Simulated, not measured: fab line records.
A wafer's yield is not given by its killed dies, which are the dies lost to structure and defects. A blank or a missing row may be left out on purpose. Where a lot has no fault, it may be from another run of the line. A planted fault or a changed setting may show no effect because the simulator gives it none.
Matching of chambers + flow nandHarc + NHARC_A_STAIRCASE_DESCUM_252 on rieDiel-08: 4 sister chambers
The step chemistry O2, time 3 s. 18 wafers are shown with their chamber, then 9 later ones without.

## WAFERS WITH THEIR CHAMBER
| wafer  | chamber | drypumpMotorCurrentA (A) | showerheadPlenumPTorr (Torr) | oesProductAu (a.u.) |
|--------|---------|--------------------------|------------------------------|---------------------|
| L078.1 | 2       | 6.1                      | 1.77                         | 1.028               |
| L078.4 | 1       | 6.5                      | 1.80                         | 0.985               |
| L078.5 | 1       | 6.5                      | 1.80                         | 0.998               |
| L079.4 | 0       | 5.9                      | 1.80                         | 1.019               |
| L079.5 | 2       | 6.1                      | 1.77                         | 1.012               |
| L079.6 | 3       | 6.0                      | 1.88                         | 1.006               |
| L081.2 | 1       | 6.5                      | 1.80                         | 0.993               |
| L081.5 | 3       | 6.0                      | 1.88                         | 1.018               |
| L081.6 | 0       | 5.8                      | 1.79                         | 1.025               |
| L087.1 | 0       | 5.8                      | 1.79                         | 1.011               |
| L087.3 | 1       | 6.5                      | 1.79                         | 1.004               |
| L087.5 | 1       | 6.5                      | 1.79                         | 0.996               |
| L086.1 | 3       | 6.0                      | 1.88                         | 0.988               |
| L086.5 | 2       | 6.1                      | 2.07                         | 1.004               |
| L086.6 | 3       | 6.0                      | 1.88                         | 0.994               |
| L090.1 | 1       | 6.5                      | 1.79                         | 1.002               |
| L090.3 | 2       | 6.0                      | 2.07                         | 1.005               |
| L090.5 | 2       | 6.1                      | 2.07                         | 1.009               |

SIGNATURES (averages over the wafers above)
| reading               | chamber 0 | chamber 1 | chamber 2 | chamber 3 | scatter within a chamber |
|-----------------------|-----------|-----------|-----------|-----------|--------------------------|
| drypumpMotorCurrentA  | 5.833     | 6.500     | 6.080     | 6.000     | 0.0324                   |
| showerheadPlenumPTorr | 1.7933    | 1.7950    | 1.9500    | 1.8800    | 0.0879                   |
| oesProductAu          | 1.01833   | 0.99633   | 1.01160   | 1.00150   | 0.00941                  |
Rule: for a wafer and a chamber, the distance is found by dividing, reading by reading, the gap between the wafer's reading and the chamber's mean by the reading's scatter, squaring, summing and taking the root. The wafer belongs to the nearest chamber; if the next one is less than 2 further off, it can't be placed. How the scatter is found: for the shown wafers, subtract from each reading the mean of its chamber, square and add these, divide the total by (wafers less chambers), then take the root.

## WAFERS WITHOUT THEIR CHAMBER
| wafer  | drypumpMotorCurrentA (A) | showerheadPlenumPTorr (Torr) | oesProductAu (a.u.) |
|--------|--------------------------|------------------------------|---------------------|
| L092.1 | 6.1                      | 1.87                         | 0.990               |
| L092.2 | 6.5                      | 1.79                         | 1.001               |
| L092.6 | 5.8                      | 1.78                         | 1.003               |
| L093.3 | 6.0                      | 1.87                         | 0.983               |
| L093.4 | 6.5                      | 1.79                         | 1.000               |
| L093.6 | 5.8                      | 1.78                         | 0.995               |
| L096.1 | 6.0                      | 1.87                         | 0.992               |
| L096.2 | 5.8                      | 1.78                         | 1.004               |
| L096.5 | 5.8                      | 1.78                         | 1.004               |

## EACH ONE'S CHAMBER
| wafer  | from the rows above     | in truth |
|--------|-------------------------|----------|
| L092.1 | can't be placed: 2 or 3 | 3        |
| L092.2 | 1                       | 1        |
| L092.6 | 0                       | 0        |
| L093.3 | 3                       | 3        |
| L093.4 | 1                       | 1        |
| L093.6 | 0                       | 0        |
| L096.1 | 3                       | 3        |
| L096.2 | 0                       | 0        |
| L096.5 | 0                       | 0        |
Correct placement for 8 of the 9. Can't be placed from these rows: 1 (the true chamber is among the candidates in 1). Placed wrongly: 0.
